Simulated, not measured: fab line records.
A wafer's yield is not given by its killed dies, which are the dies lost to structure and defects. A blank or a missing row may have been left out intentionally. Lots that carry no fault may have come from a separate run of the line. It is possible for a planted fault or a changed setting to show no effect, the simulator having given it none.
Comparing a struck lot with a sound one    flow n5 finfet    37 steps out of a route of 1938
Sound: wafers L970.2, L970.5, L970.6. Wafers struck: L979.1, L979.2, L979.3. The cause comes at the end.
Per side, at each step with rows, come the tool, then ch with its chambers, and then its first start. Under that, the readings that differ: sound wafers    struck wafers    difference of the means    sigmas: that difference in standard deviations of wafers without a fault.
alike: words and numbers the same on both sides, and readings whose means are apart by under 2 such deviations; not compared: readings that were withheld, readings missing a value for some wafer, numbers with overlapping values and no deviation given by the record, and bounds like >300 which may hide the same value.
Wherever a step has rows on one side only, a row that says differs or no value, or a row with sigmas, the two part there. Numbers that have no deviation but don't overlap get no sigmas and don't part them. A reading that every wafer of one side lacks parts them only if that side has two wafers or more.

first, 9 steps without rows for these wafers: N5_BEOL_M4_ANNEAL_95 (time 240 s); N5_BEOL_M4_SPUTTER_96 (material Cu, target thk 4.5 nm, time 8.29 s); N5_BEOL_M4_ECD_50 (material Cu, target thk 300 nm); N5_BEOL_M4_ANNEAL_51 (time 90 s); N5_BEOL_M4_CMP_52 (polishes, stops on SiOC, t overpolish 6.8 s, target thk 40 nm); N5_BEOL_M4_PRE_CLEAN_60 (time 15 s); N5_BEOL_M4_CO_CAP_55 (material Co, precursor CCTBA/H2, target thk 2 nm, time 102.1 s); N5_BEOL_M4_PRE_CLEAN_56 (time 15 s); N5_BEOL_M4_DEP_57 (deposits SiCN from 3MS/NH3, target thk 8 nm, time 14 s).
N5_BEOL_M4_RC_MEAS_101:
  sound on prober-02 ch 0, day 10 18:28; struck on prober-02 ch 0, day 12 17:07
  alike: DIBL_N, DIBL_P, IOFF_N, IOFF_P, ION_N, ION_P, SS_N, SS_P, VT_N, VT_P
then, 24 steps without rows for these wafers: N5_BEOL_M5_ILD_DEP_00 (deposits SiCOH lowk from DEMS/porogen, target thk 140.64 nm, time 25.9 s); N5_BEOL_M5_CURE_79 (cures SiCOH lowk, time 240 s); N5_BEOL_M5_PECVD_70 (deposits SiO2 from TEOS/O2, target thk 16 nm, time 18 s); N5_BEOL_M5_HM_DEP_02 (deposits TiN, target thk 20 nm); N5_BEOL_M5_COAT_59 (time 60 s, resist thk 60 nm); N5_BEOL_M5_COAT_60 (time 60 s, resist thk 12 nm); N5_BEOL_M5_COAT_71 (time 60 s, resist thk 5 nm); N5_BEOL_M5_COAT_05 (resist thk 30 nm); N5_BEOL_M5_EBR_07; N5_BEOL_M5_SOFTBAKE_06 (time 60 s); N5_BEOL_M5_EXPOSE_08 (exposes mask M5, target cd 28 nm); N5_BEOL_M5_PEB_09 (peb time 60 s); N5_BEOL_M5_DEVELOP_10 (develop time 30 s); N5_BEOL_M5_DESCUM_16 (chemistry O2, time 7 s); N5_BEOL_M5_ETCH_72 (etches underlayer in N2/H2, target depth 6.5 nm, time 5.2 s); N5_BEOL_M5_ETCH_61 (etches SiARC in CF4, target depth 15.6 nm, time 26 s); N5_BEOL_M5_ETCH_62 (etches SOC in N2/H2, target depth 75 nm, overetch 15 nm, time 112.5 s); N5_BEOL_M5_STRIP_63 (strips in N2/H2); N5_BEOL_M5_STRIP_73 (strips in N2/H2); N5_BEOL_M5_STRIP_64 (strips in CF4); N5_BEOL_M5_HM_OPEN_17 (chemistry Cl2/BCl3, target TiN, target depth 20 nm, overetch 6 nm); N5_BEOL_M5_STRIP_19 (strips in O2); N5_BEOL_M5_COAT_65 (time 60 s, resist thk 60 nm); N5_BEOL_M5_COAT_66 (time 60 s, resist thk 12 nm).
N5_BEOL_M8_ECD_50: material Cu, target thk 300 nm.
  sound on ecd cu-01 ch 0,1, day 12 17:29; struck on ecd cu-02 ch 0,1, day 14 09:27
N5_BEOL_M8_CMP_52: polishes, stops on SiCOH lowk, t overpolish 6.9 s, target thk 80 nm.
  sound on cmp-04 ch 1,2, day 12 17:56; struck on cmp-04 ch 0,1,3, day 14 10:04
reading                 sound     struck  difference  sigmas
time to endpoint s (s)  63 62 65  1 3 0   -62         -19
  alike: motor current A
-- record jumps: 3 days separate the struck wafers' starts on either side; left off in module BEOL_M8, taken up again in module PASSIVATION, whose first shown step is the route's number 1936 --
N5_PASSIVATION_PROBE_49:
  rows exist in the record for the struck wafers here (prober-01, day 17 09:50), but not for the sound ones

## WHERE THEY PART
First at N5_BEOL_M8_CMP_52; last, within this record, at N5_PASSIVATION_PROBE_49.

WHY: the cause the simulator had injected
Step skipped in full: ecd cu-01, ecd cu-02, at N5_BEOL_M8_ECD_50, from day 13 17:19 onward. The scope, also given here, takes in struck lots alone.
